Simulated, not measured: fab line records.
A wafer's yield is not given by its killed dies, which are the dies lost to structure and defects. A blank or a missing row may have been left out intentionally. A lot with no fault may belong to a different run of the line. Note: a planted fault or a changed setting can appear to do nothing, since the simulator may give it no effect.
Lot-split experiment | flow n5 finfet | route with 1938 steps; 7 lots, 21 wafers read

## THE SPLIT ITSELF
At N5_BEOL_M6_TRENCH_ETCH_37 (etches SiCOH lowk in C4F6/O2, target depth 94.435 nm, time 31.5 s), the setting time s was moved away from the recipe's 31.5 s on 5 of the 21 wafers read, by -18.7% to +18.5%. This setting was run at the recipe's value on the other wafers.

## FROM THE SPLIT TO THE READING: what the file shows between them, 2 steps
- N5_BEOL_M6_ETCH_41: etches SiCN in CH3F/O2, target depth 29.7 nm, time 52 s
- N5_BEOL_M6_STRIP_80: strips in N2/H2, time 10 s

## THE READING
trench depth nm, in nm, at N5_BEOL_M6_OCD_MEAS_38. On this fab line, fault-free wafers typically give 94.4 nm with a standard deviation of 1.4 nm.

wafer  | tool, chamber at the split | time s as run, s | against the recipe | trench depth nm, nm | against lot-mates on the recipe
L075.3 | rie diel-05, 1             | 31.5             | recipe             | 93.5                | -
L075.4 | rie diel-05, 2             | 31.5             | recipe             | 95.4                | -
L075.6 | rie diel-05, 2             | 31.5             | recipe             | 95.5                | -
L076.3 | rie diel-03, 2             | 37.34            | +18.5%             | 112.2               | +18.5
L076.5 | rie diel-03, 1             | 31.5             | recipe             | 93.7                | -
L076.6 | rie diel-03, 2             | 37.34            | +18.5%             | 111.5               | +17.8
L080.1 | rie diel-05, 2             | 31.5             | recipe             | 95.7                | -
L080.2 | rie diel-05, 3             | 31.5             | recipe             | 96.0                | -
L080.3 | rie diel-05, 1             | 31.5             | recipe             | 92.5                | -
L081.1 | rie diel-04, 1             | 31.5             | recipe             | 96.3                | -
L081.2 | rie diel-04, 2             | 31.5             | recipe             | 93.2                | -
L081.4 | rie diel-04, 3             | 31.5             | recipe             | 94.6                | -
L083.2 | rie diel-04, 2             | 31.5             | recipe             | 92.9                | -
L083.5 | rie diel-04, 1             | 26.38            | -16.3%             | 80.6                | -12.3
L083.6 | rie diel-04, 2             | 26.38            | -16.3%             | 78.3                | -14.6
L085.4 | rie diel-03, 0             | 25.6             | -18.7%             | 78.3                | -17.2
L085.5 | rie diel-03, 1             | 31.5             | recipe             | 95.1                | -
L085.6 | rie diel-03, 0             | 31.5             | recipe             | 95.9                | -
L092.2 | rie diel-04, 3             | 31.5             | recipe             | 93.9                | -
L092.5 | rie diel-04, 3             | 31.5             | recipe             | 92.7                | -
L092.6 | rie diel-04, 0             | 31.5             | recipe             | 95.3                | -

THE FIT
A straight line over all 21 wafers: trench depth nm changes by +0.917 nm for each +1% of time s; r = +0.99; the points scatter about the line by 1.2 nm.
The same after taking each lot's own level away (the mean of its wafers on the recipe; 21 wafers): +0.917 nm for each +1%; r = +0.99; scatter 1.2 nm.
Per that fit: largest time s move, reading shift of 17 nm.
The span of the lots' own levels, 92.90 to 95.50 nm, comes to 1.9 times the standard deviation stated above.
Hence the lot-to-lot level has little effect on the slope; both slopes agree.
Check: -16.8 nm against its lot-mates is what the line predicts for one of the wafers moved furthest among these (-18.7%) when that wafer is left out of the fit. Against them it came out at -17.2 nm.

## THE OTHER SPLITS THESE WAFERS WENT THROUGH
Note: prior to the reading, these wafers also went through further splits. Each is held against what the fit with the lots' levels taken away leaves over:
other split on the same wafers   | wafers away from the commonest value | r with trench depth nm (lot level and that fit taken away)
N5_BEOL_M2_TRENCH_ETCH_37 time s | 8                                    | -0.22
N5_BEOL_M3_SPUTTER_81 time s     | 9                                    | +0.26
N5_BEOL_M5_ETCH_72 bias w        | 3                                    | +0.33
N5_BEOL_M5_COAT_66 spin rpm      | 4                                    | -0.02

## THE WHOLE CHAIN: every reading that the file lists as answering this split, in the file's order
step                      | what it does                                                      | reading                                                                   | change (the file's fit)               | r (the file's)
N5_BEOL_M6_TRENCH_ETCH_37 | etches SiCOH lowk in C4F6/O2, target depth 94.435 nm, time 31.5 s | BEOL_M6.feature depth nm (the simulator's own value, which no gauge read) | +0.916 nm for each +1% of the setting | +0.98
N5_BEOL_M6_TRENCH_ETCH_37 | etches SiCOH lowk in C4F6/O2, target depth 94.435 nm, time 31.5 s | etch.depth nm (the simulator's own value, which no gauge read)            | +0.915 nm for each +1% of the setting | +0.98
N5_BEOL_M6_OCD_MEAS_38    |                                                                   | trench depth nm                                                           | +0.915 nm for each +1% of the setting | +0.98

## THE FILE'S OWN FIT
trench depth nm changes by +0.915 nm for each +1% of time s, r = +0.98.
